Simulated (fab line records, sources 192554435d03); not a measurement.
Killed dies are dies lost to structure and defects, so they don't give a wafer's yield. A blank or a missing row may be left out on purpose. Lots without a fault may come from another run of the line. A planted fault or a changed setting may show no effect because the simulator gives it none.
fab line records | flow n5_finfet
record lots=9 wafers=25 last_day=17
route steps=1938 shown GATE_CUT@499 BEOL_M4@1111
lots that met no fault: from a run of the same line without faults
start_h: hours from the record's first day to the start of the lot's first wafer shown | wait_h: hours since the lot's step before | " the same as in the row above | L1.1+2: a row that stands for several wafers | - no value, or no start given | * or withheld: withheld | < > ~ a bound
route shown NAME@n: a module of which the file shows steps, and the number in the route of the first | usual: mean/standard deviation of fault-free wafers | same: alike in all rows | chamber/n: place in a boat | sites: the reading at each site | _std_site: their standard deviation | _edge_site: outer sites' mean less inner sites' | radius_mm: how far each site lies from the wafer's centre | mask NAME#n: copy n | behind: the tool/chamber that last shaped the wafer | hold: why the lot was held/for how many hours/how that ended | device: the transistor (n, p or np) that didn't switch | end of line: the same wafers' tests at the end of the route | a step without rows: its recipe alone | killed: dies lost to structure and defects at the first sort, not the wafer's yield | map: a wafer's dies, x killed, . not, _ none there
set.NAME: the setting as run; set.NAME@STEP: as run at that earlier step | model.NAME: the simulator's own value behind a step, which no gauge read
steps of the route over a sample of lots; a table a step, a row a wafer
services: from which hour (start_h, from the record's first day; less than 0 if before it) a tool's chamber was out of use, for how many hours, and why
## steps
# step N5_GATE_CUT_ETCH_19
# recipe chemistry=CH3F/O2 target=SiNx mask_material=SiO2 target_depth_a=537 time_s=76.7 pressure_mtorr=30 source_w=395 bias_w=73 Ar_flow_sccm=150 CH3F_flow_sccm=30 O2_flow_sccm=20 ion_energy_ev=120 ends=cleared
# usual O2_flow_sccm=20.00/0.062 chamber_pressure_mTorr=29.999/0.028 drypump_motor_current_A=5.5/0.38 etch_rf_on_time_s=76.9/0.99 oes_product_au=0.68/0.071 rf_vpp_V=297/3.1 showerhead_plenum_p_Torr=2.01/0.047 throttle_valve_pct=16.35/0.24
# columns lot.wafer tool chamber start_h wait_h O2_flow_sccm chamber_pressure_mTorr drypump_motor_current_A etch_rf_on_time_s oes_product_au rf_hours_counter_h rf_vpp_V showerhead_plenum_p_Torr throttle_valve_pct
L381.2 rie_diel-03 2 94.36 0.0 19.96 30.005 5.8 78.9 0.62 159 299 2.08 16.11
L381.3 " 3 " " 20.00 30.009 5.4 77.2 0.66 121 295 2.01 16.57
L381.5 " 3 " " 20.07 29.982 5.4 77.5 0.66 - 294 2.01 16.57
L383.1 rie_diel-06 2 122.85 0.0 19.92 29.996 5.8 75.5 0.69 81 297 2.03 16.37
L383.3 " 0 " " 20.00 30.019 5.4 77.7 0.63 183 294 1.99 16.58
L383.4 " 1 " " 19.98 29.997 5.7 77.4 0.58 241 294 1.89 16.54
L385.2 rie_diel-03 3 126.66 0.0 20.04 30.012 5.4 76.8 0.65 133 293 2.01 16.58
L385.3 " 1 " " 20.05 30.010 5.1 76.7 0.71 69 298 2.03 16.13
L385.6 " 1 " " 20.11 30.013 5.1 77.3 0.71 - 300 2.03 16.13
L386.3 rie_diel-03 1 129.35 0.0 20.08 29.964 5.1 77.0 0.72 70 300 2.03 16.14
L386.5 " 2 " " 20.04 30.011 5.8 77.8 0.62 - 299 2.08 16.14
L386.6 " 1 " " 20.03 30.025 5.1 77.0 0.72 - 299 2.03 16.13
L388.2 rie_diel-03 1 137.70 0.0 20.14 29.986 5.1 76.8 0.71 73 299 2.03 16.14
L388.3 " 0 " " 20.03 29.975 6.2 77.1 0.83 0 295 1.97 16.00
L388.6 " 2 " " 20.01 30.014 5.7 77.6 0.62 - 298 2.08 16.17
L390.1 rie_diel-03 3 148.06 0.0 19.99 29.991 5.4 77.0 0.64 140 293 2.00 16.61
L390.2 " 0 " " 20.09 29.982 6.2 75.8 0.81 4 297 1.97 15.98
L390.3 " 2 " " 20.01 29.950 5.7 77.4 0.61 178 299 2.08 16.16
L392.2 rie_diel-05 1 166.84 0.0 19.92 30.008 4.9 76.7 0.75 54 299 1.95 16.09
L392.4 " 3 " " 19.95 29.972 5.4 77.1 0.66 123 304 2.02 16.14
L392.5 " 3 " " 19.96 29.999 5.4 77.5 0.65 - 304 2.02 16.15
L399.2 rie_diel-06 2 205.65 0.0 19.99 29.992 5.8 76.0 0.66 113 297 2.02 16.43
L399.3 " 1 " " 19.99 30.072 5.7 76.9 0.80 8 299 2.14 16.11
L400.2 rie_diel-06 3 210.38 0.0 19.88 30.012 5.1 74.8 0.84 5 295 1.96 16.21
L400.3 " 1 " " 19.99 30.004 5.7 76.0 0.80 10 299 2.14 16.13
# step N5_GATE_CUT_CUT_ETCH_55
# recipe chemistry=BCl3 target=HfO2 mask_material=SiO2 target_depth_a=32 ion_energy_ev=30 pressure_mtorr=5 icp_w=450 bias_w=18 bcl3_flow_sccm=80
# usual chamber_pressure_mTorr=5.000/0.0044 drypump_motor_current_A=5.8/0.41 oes_product_au=0.80/0.079 throttle_valve_pct=32.90/0.24
# columns lot.wafer tool chamber start_h wait_h chamber_pressure_mTorr drypump_motor_current_A oes_product_au rf_hours_counter_h throttle_valve_pct
L381.2 rie_metal-03 1 94.59 0.0 4.997 6.5 0.60 141 33.60
L381.3 " 0 " " 4.993 5.6 0.76 - 32.55
L381.5 " 0 " " 5.007 5.6 0.75 - 32.57
L383.1 rie_metal-02 1 123.07 0.0 5.006 6.1 0.72 50 32.84
L383.3 " 0 " " 5.006 5.6 0.76 - 32.66
L383.4 " 1 " " 4.998 6.1 0.73 - 32.84
L385.2 rie_metal-02 1 126.89 0.0 4.996 6.1 0.73 51 32.83
L385.3 " 1 " " 5.015 6.1 0.73 - 32.84
L385.6 " 0 " " 5.002 5.7 0.77 - 32.65
L386.3 rie_metal-02 1 129.72 0.1 4.996 6.1 0.73 - 32.85
L386.5 " 1 " " 4.994 6.1 0.73 - 32.86
L386.6 " 1 " " 5.002 6.1 0.74 - 32.86
L388.2 rie_metal-02 1 137.93 0.0 5.002 6.1 0.73 52 32.84
L388.3 " 0 " " 4.995 5.6 0.77 - 32.67
L388.6 " 1 " " 4.998 6.1 0.72 - 32.84
L390.1 rie_metal-01 1 148.29 0.0 5.004 5.3 0.87 20 32.90
L390.2 " 0 " " 4.997 5.3 0.89 16 33.20
L390.3 " 0 " " 4.996 5.3 0.88 - 33.20
L392.2 rie_metal-02 1 167.06 0.0 5.002 6.1 0.72 55 32.86
L392.4 " 1 " " 4.997 6.1 0.72 - 32.85
L392.5 " 1 " " 5.002 6.1 0.71 - 32.85
L399.2 rie_metal-03 1 205.89 0.0 5.004 6.4 0.91 5 33.22
L399.3 " 0 " " 5.002 5.6 0.73 - 32.57
L400.2 rie_metal-03 1 210.60 0.0 5.000 6.4 0.91 6 33.25
L400.3 " 1 " " 4.998 6.4 0.90 - 33.24
# step N5_GATE_CUT_VAPOR_ETCH_48
# recipe chemistry=BCl3/Cl2 target=TiN mode=isotropic
# usual drypump_motor_current_A=5.7/0.42 oes_product_au=0.80/0.08
# columns lot.wafer tool chamber start_h wait_h drypump_motor_current_A oes_product_au
L381.2 rie_metal-03 1 94.65 0.0 6.4 0.60
L381.3 " 0 " " 5.6 0.76
L381.5 " 0 " " 5.6 0.76
L383.1 rie_metal-02 1 123.13 0.0 6.1 0.73
L383.3 " 0 " " 5.6 0.78
L383.4 " 1 " " 6.1 0.73
L385.2 rie_metal-02 1 126.95 0.0 6.2 0.73
L385.3 " 1 " " 6.2 0.73
L385.6 " 0 " " 5.6 0.77
L386.3 rie_metal-02 1 129.84 0.1 6.1 0.73
L386.5 " 1 " " 6.1 0.73
L386.6 " 1 " " 6.1 0.73
L388.2 rie_metal-02 1 137.99 0.0 6.1 0.73
L388.3 " 0 " " 5.6 0.76
L388.6 " 1 " " 6.1 0.73
L390.1 rie_metal-01 1 148.35 0.0 5.2 0.87
L390.2 " 0 " " 5.3 0.88
L390.3 " 0 " " 5.3 0.88
L392.2 rie_metal-02 1 167.12 0.0 6.1 0.72
L392.4 " 1 " " 6.1 0.72
L392.5 " 1 " " 6.2 0.72
L399.2 rie_metal-03 1 205.95 0.0 6.5 1.30
L399.3 " 0 " " 5.6 0.73
L400.2 rie_metal-03 1 210.66 0.0 6.5 1.30
L400.3 " 1 " " 6.5 0.90
# step N5_GATE_CUT_VAPOR_ETCH_49
# recipe chemistry=BCl3/Cl2 target=TiAlC mode=isotropic
# usual drypump_motor_current_A=5.8/0.41 oes_product_au=0.80/0.079
# columns lot.wafer tool chamber start_h wait_h drypump_motor_current_A oes_product_au
L381.2 rie_metal-03 1 94.68 0.0 6.5 0.60
L381.3 " 0 " " 5.6 0.76
L381.5 " 0 " " 5.6 0.76
L383.1 rie_metal-02 1 123.16 0.0 6.1 0.73
L383.3 " 0 " " 5.6 0.76
L383.4 " 1 " " 6.1 0.73
L385.2 rie_metal-02 1 126.98 0.0 6.1 0.72
L385.3 " 1 " " 6.1 0.73
L385.6 " 0 " " 5.6 0.76
L386.3 rie_metal-02 1 129.90 0.1 6.1 0.73
L386.5 " 1 " " 6.1 0.73
L386.6 " 1 " " 6.1 0.73
L388.2 rie_metal-02 1 138.02 0.0 6.2 0.72
L388.3 " 0 " " 5.7 0.76
L388.6 " 1 " " 6.1 0.73
L390.1 rie_metal-01 1 148.38 0.0 5.3 0.87
L390.2 " 0 " " 5.4 0.88
L390.3 " 0 " " 5.3 0.88
L392.2 rie_metal-02 1 167.15 0.0 6.1 0.72
L392.4 " 1 " " 6.1 0.72
L392.5 " 1 " " 6.1 0.72
L399.2 rie_metal-03 1 205.98 0.0 6.4 0.91
L399.3 " 0 " " 5.6 0.73
L400.2 rie_metal-03 1 210.69 0.0 6.5 0.91
L400.3 " 1 " " 6.4 0.92
# step N5_BEOL_M4_RC_MEAS_101
# usual DIBL_N=36.2/1.2 DIBL_P=36.3/1.3 IOFF_N=0.155/0.019 IOFF_P=0.210/0.029 ION_N=677/8.6 ION_P=465/6.8 SS_N=71.4/0.48 SS_P=73.2/0.53 VT_N=249.9/2.4 VT_P=-250/3.2
# columns lot.wafer tool chamber start_h wait_h DIBL_N[mV/V] DIBL_P[mV/V] IOFF_N[nA/um] IOFF_P[nA/um] ION_N[uA/um] ION_P[uA/um] SS_N[mV/dec] SS_P[mV/dec] VT_N[mV] VT_P[mV]
L381.2 prober-02 0 164.57 0.2 35.9 36.3 0.161 0.233 680 471 71.5 73.6 247.7 -247
L381.3 " 0 " " 35.5 36.4 0.155 0.227 690 476 70.4 72.9 246.8 -247
L381.5 " 0 " " 35.7 36.2 0.155 0.229 681 472 70.8 73.7 246.7 -248
L383.1 prober-02 0 199.88 0.0 35.7 36.0 0.144 0.215 671 463 71.6 73.4 251.6 -249
L383.3 " 0 " " 37.4 38.4 0.182 0.245 678 469 70.9 74.0 246.6 -247
L383.4 " 0 " " 37.0 37.4 0.166 0.222 666 464 71.0 73.7 249.5 -248
L385.2 prober-02 0 216.28 0.2 35.7 36.7 0.176 0.239 682 470 71.8 72.9 251.2 -250
L385.3 " 0 " " 34.8 35.9 0.147 0.219 680 474 70.9 74.0 250.3 -252
L385.6 " 0 " " 33.7 34.1 0.128 0.190 681 467 70.7 73.0 250.1 -250
L388.2 prober-01 0 224.86 0.2 37.3 38.1 0.192 0.255 688 467 71.8 74.0 248.3 -245
L388.3 " 0 " " 35.2 36.1 0.156 0.230 674 461 71.5 73.6 248.8 -245
L388.6 " 0 " " 35.7 36.5 0.164 0.228 676 467 71.1 72.9 248.3 -249
L386.3 prober-01 0 233.15 0.3 35.4 36.0 0.149 0.187 678 464 71.4 72.9 248.8 -254
L386.5 " 0 " " 36.3 36.8 0.161 0.198 689 469 71.6 73.5 249.3 -252
L386.6 " 0 " " 34.9 35.4 0.133 0.178 667 464 71.3 73.0 252.8 -255
L390.1 prober-01 0 253.57 0.0 35.5 35.8 0.165 0.222 687 467 71.0 73.1 245.4 -249
L390.2 " 0 " " 37.7 37.8 0.204 0.267 678 470 71.8 73.8 246.3 -248
L390.3 " 0 " " 35.9 35.3 0.152 0.218 678 469 71.9 73.3 252.4 -250
L392.2 prober-01 0 268.20 0.2 37.0 35.5 0.158 0.207 678 463 71.4 73.4 250.1 -250
L392.4 " 0 " " 35.7 34.1 0.138 0.196 683 472 71.5 72.2 250.8 -245
L392.5 " 0 " " 39.4 38.0 0.196 0.252 681 469 71.9 73.3 247.5 -245
L399.2 prober-02 0 303.89 0.2 35.5 36.5 0.139 0.180 681 462 71.3 73.1 249.6 -254
L399.3 " 0 " " 35.8 36.0 0.135 0.172 664 452 71.3 72.6 249.5 -251
L400.2 prober-02 0 308.16 0.2 37.6 36.5 0.155 0.207 665 457 71.7 72.6 250.2 -250
L400.3 " 0 " " 37.3 37.1 0.156 0.218 680 465 71.6 72.3 250.3 -249
## services
# columns tool chamber start_h hours kind
rie_metal-03 - 102.48 14.6 pm
rie_diel-03 0 109.73 - clean
rie_diel-03 0 109.73 - consumable_replace:focus_ring
rie_diel-03 0 109.73 26.8 scheduled_down
rie_diel-03 0 109.73 26.8 vent_cycle
rie_metal-03 1 127.10 - clean
rie_metal-03 1 127.10 25.3 scheduled_down
rie_metal-03 1 127.10 25.3 vent_cycle
rie_metal-02 0 129.10 1.5 repair
rie_metal-01 - 136.82 1.2 repair
rie_metal-02 1 138.88 2.5 repair
rie_metal-02 0 142.22 4.0 repair
rie_diel-06 1 144.27 14.9 repair
rie_diel-03 3 152.15 13.5 repair
rie_diel-03 - 157.17 10.0 pm
rie_diel-06 1 161.77 - clean
rie_diel-06 1 161.77 - consumable_replace:focus_ring
rie_diel-06 1 161.77 - consumable_replace:showerhead
rie_diel-06 1 161.77 18.3 scheduled_down
rie_metal-02 - 175.48 15.6 pm
rie_diel-05 3 175.74 3.6 repair
rie_metal-02 - 191.08 4.3 pm
rie_metal-02 - 200.62 0.2 repair
rie_diel-03 0 209.33 4.7 repair
## key
first_sign step=N5_GATE_CUT_VAPOR_ETCH_48 reading=oes_product_au direction=up sigmas=6.3 usual=0.80 struck=1.30
effect none on later readings
met_at N5_GATE_CUT_VAPOR_ETCH_48
struck_lots L399,L400
struck_wafers L399.2,L400.2
not_acting_at N5_GATE_CUT_ETCH_19,N5_GATE_CUT_CUT_ETCH_55,N5_GATE_CUT_VAPOR_ETCH_49
onset_between 94.65 205.95
fault kind=process_parameter_drift tool=rie_metal-03 chamber=- onset_h=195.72 steps=N5_GATE_CUT_VAPOR_ETCH_48 channel=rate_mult offset=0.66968 shape=step end_h=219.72 scope=struck_wafers_only
